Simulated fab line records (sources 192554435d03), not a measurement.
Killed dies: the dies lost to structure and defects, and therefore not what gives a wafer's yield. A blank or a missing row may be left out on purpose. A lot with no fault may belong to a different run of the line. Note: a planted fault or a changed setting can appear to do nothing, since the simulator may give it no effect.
8D (eight disciplines) problem report, filled in by code || flow n5-finfet || the parts of the form that need people (team, actions taken, sign-off) are left out

## 1. THE ISSUE
Mean of etch-rf-on-time-s at N5_SD_EPI_P_ETCH_36: 54.4 s across 2 wafers in 2 lots; on wafers with no fault it is 76.8 s (standard deviation 2.3). That puts it -9.8 standard deviations away from the usual mean.
The step: etches SiARC in CF4, target depth 45.5 nm, time 75.8 s.
First seen on wafer L472.4, day 6 02:32, on rie-diel-06. The record holds 24 wafers of 8 lots with a number at this step. By rule, "out" or "out of limits" means more than 4 standard deviations away from the usual mean. All remaining wafers that have a number are taken as sound.

## 2. WHAT IT IS; WHAT IT IS NOT
{"question": "which readings at this step", "is": "etch-rf-on-time-s, oes-product-au", "is not": "drypump-motor-current-A, rf-vpp-V, showerhead-plenum-p-Torr, throttle-valve-pct"}
{"question": "which lots", "is": "L472, L476", "is not": "L463, L465, L469, L473, L477, L483"}
{"question": "which wafers of those lots", "is": "L472.4, L476.1", "is not": "L472.2, L472.3, L476.2, L476.4"}
{"question": "read on which tools", "is": "rie-diel-06", "is not": "rie-diel-02, rie-diel-05"}
{"question": "when", "is": "from day 6 02:32", "is not": "up to then (11 sound wafers); but 11 sound wafers of L473, L476, L477, L483 came after"}

## 3. THE SUSPECTS, EACH WITH WHAT RULES IT OUT
Counting: a tool at a process step up to the reading stays a suspect if it ran every lot that is out. Sound lots after the first of them don't rule it out here, since some wafers of a struck lot are sound.
- rie-diel-06 at N5_SD_EPI_P_ETCH_36 (etches SiARC in CF4, target depth 45.5 nm, time 75.8 s): kept. Every lot that is out went through it, the first being L472 (day 6 02:32); the last sound lot it ran before that was L469 (day 5 04:06). Its own etch-rf-on-time-s, oes-product-au readings are out on those wafers.
- At N5_SD_EPI_P_ETCH_36, inside rie-diel-06: chamber 1 took the wafers that are out, while their sound lot-mates went through chambers 0, 2.
Left after counting: rie-diel-06 at N5_SD_EPI_P_ETCH_36.

## 4. THE CAUSE (what the simulator had put in)
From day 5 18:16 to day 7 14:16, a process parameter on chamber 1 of rie-diel-06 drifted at N5_SD_EPI_P_ETCH_36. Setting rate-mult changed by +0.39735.
Only this tool survived the counting.

## 5. SEQUENCE OF EFFECTS, ordered by route
One row per reading whose mean, taken over the struck wafers that have a number, lies over 3 standard deviations from the usual. Readings are gone through only where the record gives a usual standard deviation; hours: the median, over the lots, of the time from a lot's start at the first step in this table giving one to that lot's start at this step; sigmas: the change measured in usual standard deviations.
{"hours": 0, "step": "N5_SD_EPI_P_ETCH_36", "reading": "etch-rf-on-time-s", "usual": "76.8 s", "on struck wafers": 54.4, "change": -22.4, "sigmas": -9.8}
{"hours": 0, "step": "N5_SD_EPI_P_ETCH_36", "reading": "oes-product-au", "usual": "0.66 a.u.", "on struck wafers": 0.89, "change": "+0.22", "sigmas": "+4.4"}
Its process steps:
- N5_SD_EPI_P_ETCH_36: etches SiARC in CF4, target depth 45.5 nm, time 75.8 s.
Later steps that measure or inspect, where all struck wafers having a row at the step show a number for every such reading and not one has moved that far: N5_BEOL_M4_RC_MEAS_101.

## 6. WHAT WOULD HAVE CAUGHT IT SOONER
The fault began at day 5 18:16; the first out-of-limits reading in this record came at day 6 02:32, 8 hours later.
